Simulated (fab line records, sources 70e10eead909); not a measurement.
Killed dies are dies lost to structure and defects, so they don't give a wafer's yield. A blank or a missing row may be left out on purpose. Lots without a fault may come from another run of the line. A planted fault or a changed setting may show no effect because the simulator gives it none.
Chamber matching | flow nand_harc | NHARC_A_STAIRCASE_ALD_420 on ald_hk-04: 4 sister chambers
The step deposits SiO2, target thk 20 nm, pulse time 6 s, ald cycles 200. 8 wafers are shown with their chamber, then 9 later ones without.

WAFERS WITH THEIR CHAMBER
wafer  | chamber | heater_power_w (W) | precursor_pulse_height_rel
L080.2 | 1       | 449                | 1.028
L082.5 | 0       | 434                | 1.006
L083.2 | 3       | 499                | 0.988
L083.4 | 0       | 431                | 0.982
L083.5 | 2       | 428                | 0.993
L090.2 | 2       | 438                | 1.009
L090.4 | 1       | 453                | 1.027
L090.5 | 3       | 487                | 1.004

WAFERS WITHOUT THEIR CHAMBER
wafer  | heater_power_w (W) | precursor_pulse_height_rel
L090.1 | 486                | 1.026
L090.3 | 429                | 0.999
L090.6 | 431                | 0.988
L095.2 | 443                | 1.054
L095.4 | 483                | 1.003
L095.6 | 431                | 1.020
L097.1 | 425                | 0.997
L097.2 | 452                | 0.996
L097.6 | 439                | 0.991

WHICH CHAMBER EACH WENT THROUGH
wafer  | from the rows above          | in truth
L090.1 | 3                            | 3
L090.3 | can't be placed: 2 or 0      | 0
L090.6 | can't be placed: 0 or 2      | 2
L095.2 | 1                            | 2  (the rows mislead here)
L095.4 | 3                            | 3
L095.6 | can't be placed: 2 or 0 or 1 | 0
L097.1 | can't be placed: 0 or 2      | 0
L097.2 | can't be placed: 1 or 2 or 0 | 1
L097.6 | can't be placed: 0 or 2      | 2
Placed correctly: 2 of 9. Can't be placed from these rows: 6 (the true chamber is among the candidates in 6). Placed wrongly: 1.
How it was worked out, from the rows above alone: a wafer's distance from a chamber is the root of the sum, over the readings, of the square of ((its reading less the chamber's mean) divided by the reading's scatter). The wafer belongs to the nearest chamber; if the next one is less than 2 further off, it can't be placed. A chamber's mean is the mean of its shown wafers. The scatter: the root of (the sum of the squares of (reading less its chamber's mean) over the shown wafers, divided by (wafers less chambers)).
